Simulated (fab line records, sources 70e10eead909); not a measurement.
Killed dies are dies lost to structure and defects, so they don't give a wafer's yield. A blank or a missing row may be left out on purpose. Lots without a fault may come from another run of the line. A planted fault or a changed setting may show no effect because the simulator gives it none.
Chamber matching | flow nand_harc | NHARC_P_M0_STRIP_18 on rie_diel-12: 4 sister chambers
The step strips in N2/H2. 8 wafers are shown with their chamber, then 9 later ones without.

WAFERS WITH THEIR CHAMBER
wafer  | chamber | showerhead_plenum_p_Torr (Torr) | drypump_motor_current_A (A)
L080.6 | 1       | 1.90                            | 5.8
L083.2 | 0       | 1.95                            | 5.7
L082.2 | 3       | 2.19                            | 6.1
L082.3 | 2       | 2.15                            | 6.7
L082.6 | 3       | 2.19                            | 6.2
L087.1 | 1       | 1.90                            | 5.8
L087.2 | 2       | 2.14                            | 6.7
L087.3 | 0       | 1.95                            | 5.7

WAFERS WITHOUT THEIR CHAMBER
wafer  | showerhead_plenum_p_Torr (Torr) | drypump_motor_current_A (A)
L092.2 | 2.19                            | 6.2
L092.4 | 2.14                            | 6.7
L092.5 | 1.90                            | 5.8
L094.1 | 1.95                            | 5.6
L094.4 | 2.14                            | 6.7
L094.6 | 2.14                            | 6.7
L097.1 | 2.19                            | 6.2
L097.4 | 2.14                            | 6.7
L097.6 | 1.95                            | 5.7

WHICH CHAMBER EACH WENT THROUGH
wafer  | from the rows above | in truth
L092.2 | 3                   | 3
L092.4 | 2                   | 2
L092.5 | 1                   | 1
L094.1 | 0                   | 0
L094.4 | 2                   | 2
L094.6 | 2                   | 2
L097.1 | 3                   | 3
L097.4 | 2                   | 2
L097.6 | 0                   | 0
Placed correctly: 9 of 9. Can't be placed from these rows: 0. Placed wrongly: 0.
How it was worked out, from the rows above alone: a wafer's distance from a chamber is the root of the sum, over the readings, of the square of ((its reading less the chamber's mean) divided by the reading's scatter). The wafer belongs to the nearest chamber; if the next one is less than 2 further off, it can't be placed. A chamber's mean is the mean of its shown wafers. The scatter: the root of (the sum of the squares of (reading less its chamber's mean) over the shown wafers, divided by (wafers less chambers)).
